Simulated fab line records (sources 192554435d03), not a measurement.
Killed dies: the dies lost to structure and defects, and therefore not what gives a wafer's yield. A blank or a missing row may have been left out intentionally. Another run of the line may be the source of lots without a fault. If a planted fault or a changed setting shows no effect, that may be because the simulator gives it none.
A struck lot beside a sound one || flow n5_finfet || 39 out of 1938 route steps
Sound: these wafers, L562.2, L562.5, L562.6. Struck: wafer L571.4; the same lot's L571.5 was not struck, so it is left out; see the end for the cause.
Each step with rows lists, per side, the tool, then ch with its chambers, then its first start. Under that, the readings that differ: sound wafers || struck wafers || difference of the means || sigmas: that difference in standard deviations of wafers without a fault.
alike: same words and numbers on both sides, and readings whose means sit less than 2 such deviations apart. not compared: any withheld reading, any reading some wafer has no value for, any bound like >300 that may hide the same value, and any number with overlapping values for which the record gives no deviation.
The two part at a step that has a row with sigmas, a row that says differs or no value, or rows on one side only. Numbers that have no deviation but don't overlap get no sigmas and don't part them. A reading missing from all wafers of one side parts the sides only when that side holds two or more wafers.

first, 9 steps without rows for these wafers: N5_BEOL_M13_SOFTBAKE_23 (time 60 s); N5_BEOL_M13_EXPOSE_25 (exposes mask M13, target cd 210 nm); N5_BEOL_M13_PEB_26 (peb time 90 s); N5_BEOL_M13_DEVELOP_27 (develop time 45 s); N5_BEOL_M13_HARDBAKE_32 (time 120 s); N5_BEOL_M13_DESCUM_33 (chemistry O2, time 7.9 s); N5_BEOL_M13_ETCH_67 (etches SiARC in CF4, target depth 143 nm, time 238.3 s); N5_BEOL_M13_ETCH_68 (etches SOC in N2/H2, time 355 s); N5_BEOL_M13_STRIP_69 (strips in N2/H2).
N5_BEOL_M13_TRENCH_ETCH_34: etches SiOC in C4F8/O2/Ar, target depth 413.47 nm, time 162.6 s.
  sound on rie_diel-01 ch 0,1,2, day 12 17:11; struck on rie_diel-02 ch 2, day 15 10:24
{"reading": "model.etch.depth_nm (nm)", "sound": "405.5 417.7 418.7", "struck": 626, "difference": "+212", "sigmas": ""}
  alike: drypump_motor_current_A, oes_product_au, rf_vpp_V, showerhead_plenum_p_Torr, throttle_valve_pct
  not compared: rf_hours_counter_h
then, 1 step without rows for these wafers: N5_BEOL_M13_STRIP_70 (strips in C4F8/O2/Ar).
N5_BEOL_M13_OCD_MEAS_35:
  sound: ocd-01 at day 12 17:22; struck: ocd-01 at day 15 10:35
{"reading": "trench_depth_nm (nm)", "sound": "405 417 419", "struck": 626, "difference": "+212", "sigmas": "+41"}
then, 11 steps without rows for these wafers: N5_BEOL_M13_STRIP_37 (strips in N2/H2); N5_BEOL_M13_ETCH_38 (etches SiCN in CF4/N2, target depth 67.5 nm, time 71.9 s); N5_BEOL_M13_PRECLEAN_39 (cleans in residue remover, time 60 s); N5_BEOL_M13_SRD_40 (time 30 s, dry time 30 s); N5_BEOL_M13_DEGAS_41 (time 60 s); N5_BEOL_M13_PRE_CLEAN_42 (time 30 s); N5_BEOL_M13_SPUTTER_43 (material TaN, target thk 15 nm, time 24.19 s); N5_BEOL_M13_SPUTTER_44 (material Ta, target thk 10 nm, time 16.13 s); N5_BEOL_M13_SPUTTER_45 (material Cu, target thk 80 nm, time 13.33 s); N5_BEOL_M13_ECD_47 (material Cu, target thk 936 nm); N5_BEOL_M13_ANNEAL_48 (time 90 s).
N5_BEOL_M13_CMP_49: polishes, stops on SiOC, t overpolish 17.1 s, target thk 420 nm.
  sound on cmp-01 ch 0,3, day 12 19:25; struck on cmp-02 ch 3, day 15 15:10
{"reading": "model.Cu_of_BEOL_M13_ECD_47.thk_nm (nm)", "sound": "414.2 425.4 427.6", "struck": 632.6, "difference": "+210.2", "sigmas": ""}
  alike: barrier_field_endpoint_s, head_pressure_psi, motor_current_A, overpolish_run_s
N5_BEOL_M13_THK_MEAS_50: measures by xrf.
  sound: film_metro-02 at day 12 19:40; struck: film_metro-01 at day 15 15:26
{"reading": "M13_THK (nm)", "sound": "412 426 428", "struck": 618, "difference": "+196", "sigmas": "+30"}
then, 2 steps without rows for these wafers: N5_BEOL_M13_PRE_CLEAN_52 (time 15 s); N5_BEOL_M13_DEP_53 (deposits SiCN from 3MS/NH3, target thk 50 nm, time 17.8 s).
N5_BEOL_M13_RS_MEAS_54: uses a four-point probe to measure.
  sound: film_metro-02 at day 12 19:48; struck: film_metro-01 at day 15 15:34
{"reading": "M13_RS (ohm/sq)", "sound": "0.0455 0.0443 0.0441", "struck": 0.0295, "difference": -0.0151, "sigmas": -26}
then, 9 steps without rows for these wafers: N5_BEOL_M14_ILD_DEP_00 (deposits SiO2 from TEOS/O2, target thk 1119.3 nm, time 237.4 s); N5_BEOL_M14_COAT_58 (time 60 s, resist thk 89 nm); N5_BEOL_M14_COAT_04 (resist thk 800 nm); N5_BEOL_M14_EBR_06; N5_BEOL_M14_SOFTBAKE_05 (time 60 s); N5_BEOL_M14_EXPOSE_07 (exposes mask V13); N5_BEOL_M14_PEB_08 (peb time 90 s); N5_BEOL_M14_DEVELOP_09 (develop time 45 s); N5_BEOL_M14_HARDBAKE_14 (time 120 s).
N5_BEOL_M15_RC_MEAS_101:
  sound on prober-02 ch 0, day 13 09:53; struck on prober-02 ch 0, day 16 05:38
{"reading": "COMB_M5 (S/m)", "sound": "2.7e-11 1.9e-11 3.9e-11", "struck": 5.3e-11, "difference": "+2.5e-11", "sigmas": "+3"}
{"reading": "SERP_M12 (ohm/um)", "sound": "0.622 0.627 0.631", "struck": 0.655, "difference": "+0.028", "sigmas": "+3"}
{"reading": "SERP_M13 (ohm/um)", "sound": "0.311 0.304 0.300", "struck": 0.198, "difference": -0.107, "sigmas": -20}
{"reading": "SERP_M13_max_site (ohm/um)", "sound": "0.316 0.305 0.301", "struck": 0.200, "difference": -0.107, "sigmas": -19}
{"reading": "SERP_M14 (ohm/um)", "sound": "0.158 0.155 0.153", "struck": 0.163, "difference": "+0.008", "sigmas": "+2"}
{"reading": "SERP_M6 (ohm/um)", "sound": "13.2 13.4 13.2", "struck": 14.0, "difference": "+0.7", "sigmas": "+2"}
  alike: COMB_M10, COMB_M11, COMB_M12, COMB_M14, COMB_M15, COMB_M6, COMB_M7, COMB_M8, COMB_M9, SERP_M10, SERP_M11, SERP_M5, SERP_M7, SERP_M7_max_site, SERP_M8, SERP_M9
N5_PASSIVATION_PROBE_49:
  sound: prober-01 at day 13 22:50; struck: prober-01 at day 16 21:10
  alike: defect_limited_yield, killed_at_M0_to_M3, killed_at_M4_up, killed_at_contacts, killed_at_front_end, killed_at_other, killed_dies, killed_open, killed_short, sort_bin_5_function, sort_bin_6_memory, sort_n_pass, sort_yield_pct

## WHERE THEY PART
First at N5_BEOL_M13_OCD_MEAS_35; last, within this record, at N5_BEOL_M15_RC_MEAS_101. Later steps at which nothing parts them and some readings are alike: N5_PASSIVATION_PROBE_49.

WHY: the cause the simulator had injected
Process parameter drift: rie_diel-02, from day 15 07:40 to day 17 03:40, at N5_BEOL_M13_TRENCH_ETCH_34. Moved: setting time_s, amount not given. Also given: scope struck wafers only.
